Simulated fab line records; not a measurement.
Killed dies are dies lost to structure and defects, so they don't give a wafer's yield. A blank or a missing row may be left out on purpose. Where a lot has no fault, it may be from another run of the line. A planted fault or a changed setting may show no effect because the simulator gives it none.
Struck lot and sound lot, side by side | flow nandHarc | 15 steps out of a route of 1302
Sound: wafers L802.3, L802.4, L802.6. Wafers L793.1, L793.2, L793.6 were the ones struck. At the end, the cause is stated.
Each step with rows lists, per side, the tool, then ch with its chambers, then its first start. Under that, the readings that differ: sound wafers | struck wafers | difference of the means | sigmas: that difference in standard deviations of wafers without a fault.
alike: readings whose means differ by less than 2 such deviations, and words and numbers that are the same on both sides. not compared: withheld readings, readings that some wafer has no value for, bounds like >300 that may hide the same value, and numbers for which the record gives no deviation and whose values overlap.
The two part at a step that has a row with sigmas, a row that says differs or no value, or rows on one side only. When numbers do not overlap yet have no deviation, they are printed without sigmas and do not part them. A reading that every wafer of one side lacks parts them only if that side has two wafers or more.

NHARC_P_GATE_DESCUM_93: chemistry O2, time 3 s.
  sound on rieDiel-08 ch 0,2,3, day 13 14:05; struck on rieDiel-05 ch 0,1, day 10 03:38
  alike: drypumpMotorCurrentA, oesProductAu, rfVppV, showerheadPlenumPTorr, throttleValvePct
  not compared: rfHoursCounterH
then, 2 steps without rows for these wafers: NHARC_P_GATE_IMPLANT_94; NHARC_P_GATE_STRIP_113 (strips in N2/H2, time 740 s).
NHARC_P_GATE_STRIP_95: strips in O2.
  sound on plasmaAsher-02 ch 0,1, day 13 15:10; struck on plasmaAsher-01 ch 0,1, day 10 04:43
  alike: drypumpMotorCurrentA, heaterPowerW
  not compared: rfHoursCounterH
then, 1 step without rows for these wafers: NHARC_P_GATE_STRIP_96 (strips in SPM, time 900 s).
NHARC_P_GATE_RTA_64: time 1 s.
  sound on rtpAnneal-01 ch 0, day 13 15:46; struck on rtpAnneal-01 ch 0, day 10 05:16
  alike: lampPowerPct, lamp_zone_4_pct, wafer_temp_C_max
then, 1 step without rows for these wafers: NHARC_P_GATE_ETCH_77 (etches SiO2 in dHF, target depth 6 nm).
NHARC_P_GATE_DEGAS_109: time 60 s.
  sound on pvdSputter-01 at day 13 16:01; struck on pvdSputter-01 at day 10 05:35
  alike: heaterPowerW
then, 4 steps without rows for these wafers: NHARC_P_GATE_PRE_CLEAN_110 (time 30 s); NHARC_P_GATE_SPUTTER_78 (material Ni, target thk 10 nm); NHARC_P_GATE_SPUTTER_79 (material TiN, target thk 10 nm); NHARC_P_GATE_RTA_80 (time 30 s).
NHARC_P_GATE_STRIP_67: strips in SPM, time 600 s.
  sound on wetBench-05 ch 1,2,6, day 13 16:31; struck on wetBench-09 ch 1,3,7, day 10 06:05
reading        | sound             | struck            | difference | sigmas
runLengthS (s) | 604.4 602.9 604.6 | 325.8 325.7 326.0 | -278.1     | -99 or more
NHARC_P_GATE_RTA_82: time 30 s.
  sound on rtpAnneal-01 ch 0, day 13 16:50; struck on rtpAnneal-02 ch 0, day 10 06:20
  alike: lampPowerPct, lamp_zone_4_pct, wafer_temp_C_max
-- jump in the record: it breaks off in module P_GATE and resumes in module END (first step shown: number 1302 of the route), and 19 days separate the struck wafers' starts before and after --
NHARC_END_SORT_01:
  sound on prober-01 ch 0, day 32 04:44; struck on prober-01 ch 0, day 29 15:25
  alike: killedAtArray, killedAtOther, killedAtPeriphery, killedDies, killedOpen, killedShort

WHERE THEY PART
Within this record, at NHARC_P_GATE_STRIP_67 only. Later steps at which nothing parts them and some readings are alike: NHARC_P_GATE_RTA_82, NHARC_END_SORT_01.

WHY: whatever the simulator had introduced
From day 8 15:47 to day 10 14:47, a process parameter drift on wetBench-09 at NHARC_P_GATE_STRIP_67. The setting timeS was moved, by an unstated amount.
